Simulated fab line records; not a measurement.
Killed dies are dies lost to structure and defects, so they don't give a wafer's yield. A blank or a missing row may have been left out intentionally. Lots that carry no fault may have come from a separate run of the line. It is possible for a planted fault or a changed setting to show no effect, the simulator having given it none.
Lot-split experiment -- flow n5 finfet -- 7 lots, 39 wafers read, on a route of 1938 steps

== ABOUT THE SPLIT ==
At N5_FIN_SAQP_ETCH_52 (etches SOC in N2/H2, target depth 100 nm, overetch 20 nm, time 150 s), the setting source w was moved away from the recipe's 840 W on 12 of the 39 wafers read, by -9.0% to +13.7%. This setting was run at the recipe's value on the other wafers.

The split's own step is where the reading is taken.

== THE READING ==
rf vpp V, in V, at N5_FIN_SAQP_ETCH_52 (etches SOC in N2/H2, target depth 100 nm, overetch 20 nm, time 150 s). Typical for fault-free wafers on this fab line: 523.8 V, with standard deviation 2.6 V.

wafer,"tool, chamber at the split","source w as run, W",against the recipe,"rf vpp V, V",against lot-mates on the recipe
L075.1,"rie diel-04, 0",840,recipe,521.7,-
L075.2,"rie diel-04, 2",840,recipe,524.2,-
L075.3,"rie diel-04, 1",840,recipe,527.7,-
L075.4,"rie diel-04, 3",840,recipe,527.2,-
L075.5,"rie diel-04, 0",840,recipe,521.5,-
L075.6,"rie diel-04, 3",840,recipe,525.6,-
L080.1,"rie diel-06, 1",840,recipe,522.4,-
L080.2,"rie diel-06, 2",764.2,-9.0%,541.3,+17.6
L080.3,"rie diel-06, 0",840,recipe,528.2,-
L080.4,"rie diel-06, 2",764.2,-9.0%,539.4,+15.7
L080.5,"rie diel-06, 0",764.2,-9.0%,545.5,+21.8
L080.6,"rie diel-06, 1",840,recipe,520.4,-
L082.1,"rie diel-06, 2",840,recipe,523.8,-
L082.2,"rie diel-06, 1",906.6,+7.9%,507.9,-18.8
L082.3,"rie diel-06, 0",840,recipe,528.5,-
L082.4,"rie diel-06, 0",840,recipe,527.8,-
L082.5,"rie diel-06, 1",906.6,+7.9%,507.4,-19.3
L082.6,"rie diel-06, 2",906.6,+7.9%,509.9,-16.8
L085.1,"rie diel-04, 2",955,+13.7%,500.4,-24.0
L085.2,"rie diel-04, 0",840,recipe,520.8,-
L085.3,"rie diel-04, 1",955,+13.7%,506.9,-17.5
L085.4,"rie diel-04, 0",955,+13.7%,500.5,-23.9
L085.5,"rie diel-04, 1",840,recipe,528.5,-
L085.6,"rie diel-04, 2",840,recipe,523.9,-
L091.1,"rie diel-06, 2",939.2,+11.8%,504.7,-19.1
L091.2,"rie diel-06, 3",840,recipe,522.6,-
L091.3,"rie diel-06, 0",840,recipe,527.0,-
L091.4,"rie diel-06, 1",840,recipe,521.7,-
L091.5,"rie diel-06, 2",939.2,+11.8%,502.5,-21.3
L091.6,"rie diel-06, 3",939.2,+11.8%,504.2,-19.6
L095.1,"rie diel-06, 0",840,recipe,527.6,-
L095.2,"rie diel-06, 1",840,recipe,522.6,-
L095.3,"rie diel-06, 3",840,recipe,522.3,-
L095.4,"rie diel-06, 1",840,recipe,520.0,-
L095.5,"rie diel-06, 0",840,recipe,527.7,-
L095.6,"rie diel-06, 3",840,recipe,522.0,-
L096.4,"rie diel-05, 2",840,recipe,523.1,-
L096.5,"rie diel-05, 1",840,recipe,523.0,-
L096.6,"rie diel-05, 2",840,recipe,522.6,-

FIT RESULTS
A straight line over all 39 wafers: rf vpp V changes by -1.76 V for each +1% of source w; r = -0.96; the points scatter about the line by 2.8 V.
The same after taking each lot's own level away (the mean of its wafers on the recipe; 39 wafers): -1.8 V for each +1%; r = -0.96; scatter 3 V.
On that fit, the largest move of source w shifts the reading by 25 V.
Measured against the standard deviation above, the lots' own levels, which go from 522.90 to 526.70 V, span 1.5 times it.
The two slopes agree, so the slope changes little with the lot-to-lot level.
Check: with one of the wafers moved furthest among these (+13.7%) left out of the fit, the line predicts -24.6 V for it against its lot-mates. It came out at -24 V against them.
Tool readings at the split's step, against how far the setting was moved: rf vpp V r = -0.96.

== THE FILE'S OWN FIT ==
rf vpp V changes by -1.79 V for each +1% of source w, r = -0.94.
